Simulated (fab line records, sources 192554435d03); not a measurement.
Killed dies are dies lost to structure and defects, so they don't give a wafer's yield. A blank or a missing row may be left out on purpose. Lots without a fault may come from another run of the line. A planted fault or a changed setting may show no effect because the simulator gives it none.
Which tool did it? | flow n5_finfet | 10 lots, 30 wafers sampled, at 5 steps of a route of 1938

WHAT THE GAUGES READ, wafer by wafer
N5_BEOL_M11_OVL_MEAS_12. Usual: M11_OVL 0.5 nm, standard deviation 0.69.
lot  | measured     | on         | M11_OVL (nm)  | flag
L880 | day 10 15:26 | overlay-02 | 0.6 1.7 1.1   |
L879 | day 10 22:07 | overlay-01 | 1.2 1.2 0.8   |
L881 | day 11 13:47 | overlay-01 | 1.3 0.2 1.3   |
L882 | day 12 01:26 | overlay-01 | 0.3 0.2 -0.7  |
L887 | day 13 00:18 | overlay-02 | -0.6 -0.1 0.3 |
L888 | day 13 09:32 | overlay-01 | 0.7 0.8 -2.1  |
L886 | day 13 19:04 | overlay-01 | -1.0 0.0 0.2  |
L898 | day 15 11:50 | overlay-02 | -0.3 0.8 -0.5 |
L896 | day 15 14:23 | overlay-02 | 0.9 0.0 1.8   |
L901 | day 17 06:19 | overlay-02 | 0.3 0.9 1.4   |

N5_BEOL_M11_OVL_MEAS_29. Usual: V10_OVL 0.2 nm, standard deviation 0.7.
lot  | measured     | on         | V10_OVL (nm)   | flag
L880 | day 10 17:17 | overlay-01 | 0.3 0.8 1.5    |
L879 | day 10 23:06 | overlay-01 | 0.1 0.6 -0.9   |
L881 | day 11 15:35 | overlay-02 | 0.2 0.3 0.8    |
L882 | day 12 02:17 | overlay-02 | 0.4 0.4 0.0    |
L887 | day 13 03:00 | overlay-02 | -0.6 -0.6 -0.9 |
L888 | day 13 12:03 | overlay-01 | 1.2 0.3 0.1    |
L886 | day 13 20:04 | overlay-02 | 1.2 0.2 0.1    |
L898 | day 15 13:02 | overlay-01 | -0.1 0.1 -1.5  |
L896 | day 15 16:54 | overlay-01 | -1.1 0.1 -0.3  |
L901 | day 17 08:46 | overlay-02 | 0.4 1.4 0.4    |

N5_BEOL_M11_INSPECT_30: inspects for defects (brightfield). Usual: raw_defect_count 415, standard deviation 110.
lot  | measured     | on                | raw_defect_count | flag
L880 | day 10 17:19 | defect_inspect-02 | 389 354 365      |
L879 | day 10 23:07 | defect_inspect-01 | 419 386 597      |
L881 | day 11 15:36 | defect_inspect-02 | 366 289 314      |
L882 | day 12 02:19 | defect_inspect-01 | 399 362 375      |
L887 | day 13 03:02 | defect_inspect-01 | 478 585 383      |
L888 | day 13 12:04 | defect_inspect-02 | 543 625 640      |
L886 | day 13 20:05 | defect_inspect-01 | 620 427 421      |
L898 | day 15 13:04 | defect_inspect-02 | 388 927 421      |
L896 | day 15 16:55 | defect_inspect-01 | 349 344 896      |
L901 | day 17 08:47 | defect_inspect-02 | 356 370 411      |

WHICH TOOL RAN EACH LOT (tool, then ch and the chambers of the sampled wafers, then the start)
lot  | N5_BEOL_M11_STRIP_67               | N5_BEOL_M11_STRIP_19
L880 | rie_diel-04 ch 0,1,3, day 10 15:43 | rie_diel-03 ch 0,1,3, day 10 15:57
L879 | rie_diel-05 ch 0,1,3, day 10 22:26 | rie_diel-03 ch 0,1,3, day 10 22:35
L881 | rie_diel-05 ch 1,3, day 11 14:05   | rie_diel-05 ch 1,3, day 11 14:14
L882 | rie_diel-05 ch 0,3, day 12 01:43   | rie_diel-04 ch 0,1, day 12 01:54
L887 | rie_diel-03 ch 1,2,3, day 13 00:35 | rie_diel-04 ch 0,1,3, day 13 00:50
L888 | rie_diel-05 ch 1,2,3, day 13 09:49 | rie_diel-04 ch 1,2,3, day 13 10:04
L886 | rie_diel-05 ch 0,1,3, day 13 19:31 | rie_diel-03 ch 0,1,2, day 13 19:40
L898 | rie_diel-05 ch 1,3, day 15 12:11   | rie_diel-04 ch 0,1,2, day 15 12:20
L896 | rie_diel-04 ch 1,2,3, day 15 14:40 | rie_diel-04 ch 0,1,2, day 15 14:50
L901 | rie_diel-04 ch 0,1,2, day 17 06:40 | rie_diel-03 ch 0,2,3, day 17 06:49
- N5_BEOL_M11_STRIP_67: strips in CF4.
- N5_BEOL_M11_STRIP_19: strips in O2.

WHAT THE TOOLS THEMSELVES READ (means of the sampled wafers that have a number; where no wafer has one, the mark that the record gives instead)
N5_BEOL_M11_STRIP_67. Usual: bias_power_w 74.97 W, standard deviation 0.22; drypump_motor_current_A 5.8 A, standard deviation 0.43; oes_product_au 0.77 a.u., standard deviation 0.086; rf_vpp_V 271.1 V, standard deviation 1.6; showerhead_plenum_p_Torr 1.80 Torr, standard deviation 0.062; throttle_valve_pct 13.66 %, standard deviation 0.25.
lot  | tool        | bias_power_w (W) | drypump_motor_current_A (A) | oes_product_au (a.u.) | rf_vpp_V (V) | showerhead_plenum_p_Torr (Torr) | throttle_valve_pct (%) | flag
L880 | rie_diel-04 | 75.04            | 5.4                         | 0.81                  | 271.2        | 1.80                            | 13.59                  |
L879 | rie_diel-05 | 74.91            | 6.1                         | 0.71                  | 270.7        | 1.78                            | 13.84                  |
L881 | rie_diel-05 | 74.77            | 6.0                         | 0.72                  | 271.0        | 1.82                            | 13.83                  |
L882 | rie_diel-05 | 74.90            | 6.2                         | 0.70                  | 271.5        | 1.80                            | 13.83                  |
L887 | rie_diel-03 | 74.70            | 5.5                         | 0.87                  | 271.5        | 1.82                            | 13.27                  |
L888 | rie_diel-05 | 75.02            | 6.1                         | 0.72                  | 270.8        | 1.80                            | 13.78                  |
L886 | rie_diel-05 | 74.97            | 6.1                         | 0.70                  | 271.4        | 1.78                            | 13.89                  |
L898 | rie_diel-05 | 74.95            | 6.0                         | 0.70                  | 271.8        | 1.81                            | 13.90                  |
L896 | rie_diel-04 | 74.71            | 5.8                         | 0.84                  | 271.7        | 1.81                            | 13.51                  |
L901 | rie_diel-04 | 74.86            | 5.5                         | 0.78                  | 269.7        | 1.75                            | 13.75                  |

N5_BEOL_M11_STRIP_19. Usual: drypump_motor_current_A 5.7 A, standard deviation 0.42; oes_product_au 0.79 a.u., standard deviation 0.096; rf_vpp_V 3.6 V, standard deviation 0.58; showerhead_plenum_p_Torr 2.11 Torr, standard deviation 0.087; throttle_valve_pct 16.71 %, standard deviation 0.25.
lot  | tool        | drypump_motor_current_A (A) | oes_product_au (a.u.) | rf_vpp_V (V) | showerhead_plenum_p_Torr (Torr) | throttle_valve_pct (%) | flag
L880 | rie_diel-03 | 5.5                         | 0.82                  | 3.7          | 2.12                            | 16.50                  |
L879 | rie_diel-03 | 5.6                         | 0.82                  | 3.7          | 2.12                            | 16.49                  |
L881 | rie_diel-05 | 6.0                         | 0.71                  | 3.1          | 2.14                            | 16.94                  |
L882 | rie_diel-04 | 5.1                         | 0.74                  | 3.9          | 2.04                            | 16.95                  |
L887 | rie_diel-04 | 5.4                         | 0.78                  | 3.8          | 2.11                            | 16.79                  |
L888 | rie_diel-04 | 5.7                         | 0.89                  | 3.2          | 2.13                            | 16.61                  |
L886 | rie_diel-03 | 5.6                         | 0.83                  | 3.7          | 2.15                            | 16.49                  |
L898 | rie_diel-04 | 5.5                         | 0.81                  | 4.0          | 2.05                            | 16.82                  |
L896 | rie_diel-04 | 5.5                         | 0.80                  | 3.4          | 2.05                            | 16.82                  |
L901 | rie_diel-03 | 5.8                         | 0.83                  | 3.2          | 2.18                            | 16.57                  |

THE ANSWER, worked out from the rows above alone
Rule: a lot is off if the mean of its wafers that have a number lies more than 3 standard deviations from the usual mean. A lot without any number at a reading at which 4 lots or more have one is off too. The other lots that the step has rows for count as sound. The gauges are gone through in route order, then the tools' own readings, and for those a lot's mean is taken as printed above. The first step at which some lot is off is used, and at that step the reading that is off furthest; a lot without a number counts as furthest.
No lot is off at any reading shown: from this, nothing can be told.

WHAT THE SIMULATOR HAD PUT IN
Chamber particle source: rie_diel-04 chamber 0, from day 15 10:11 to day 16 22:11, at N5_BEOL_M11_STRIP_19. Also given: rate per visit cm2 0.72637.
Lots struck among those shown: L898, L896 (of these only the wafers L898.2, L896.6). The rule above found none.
